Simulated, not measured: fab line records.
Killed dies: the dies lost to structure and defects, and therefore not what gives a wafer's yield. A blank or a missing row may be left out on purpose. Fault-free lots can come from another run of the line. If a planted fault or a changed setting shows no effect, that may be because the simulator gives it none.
Matching of chambers    flow nand_harc    NHARC_A_DECK1_JOINT_DEP_16 on pecvd-02: 3 sister chambers
The step deposits SiO2, target thk 45 nm. 6 wafers are shown with their chamber, then 7 later ones without.

== EACH WAFER AND ITS CHAMBER ==
wafer   chamber  heater_power_w (W)  throttle_valve_pct (%)
L949.5  1        643                 16.2
L956.2  1        602                 16.6
L964.2  2        706                 15.2
L964.5  2        688                 15.3
L966.2  0        441                 15.8
L966.4  0        424                 16.1

== WAFERS WITHOUT THEIR CHAMBER ==
wafer   heater_power_w (W)  throttle_valve_pct (%)
L966.6  661                 16.1
L969.2  669                 15.5
L969.3  600                 16.3
L969.6  661                 15.2
L971.4  693                 15.2
L971.5  437                 16.0
L971.6  656                 16.5

== CHAMBER TAKEN BY EACH ==
wafer   from the rows above  in truth
L966.6  1                    1
L969.2  2                    2
L969.3  1                    1
L969.6  2                    2
L971.4  2                    2
L971.5  0                    0
L971.6  1                    1
7 of 7 placed correctly. Not placeable from these rows: 0. Placed wrongly: 0.
How it was worked out, from the rows above alone: a wafer's distance from a chamber is the root of the sum, over the readings, of the square of ((its reading less the chamber's mean) divided by the reading's scatter). The wafer belongs to the nearest chamber; if the next one is less than 2 further off, it can't be placed. The mean given for a chamber averages the wafers shown for that chamber. The scatter: the root of (the sum of the squares of (reading less its chamber's mean) over the shown wafers, divided by (wafers less chambers)).
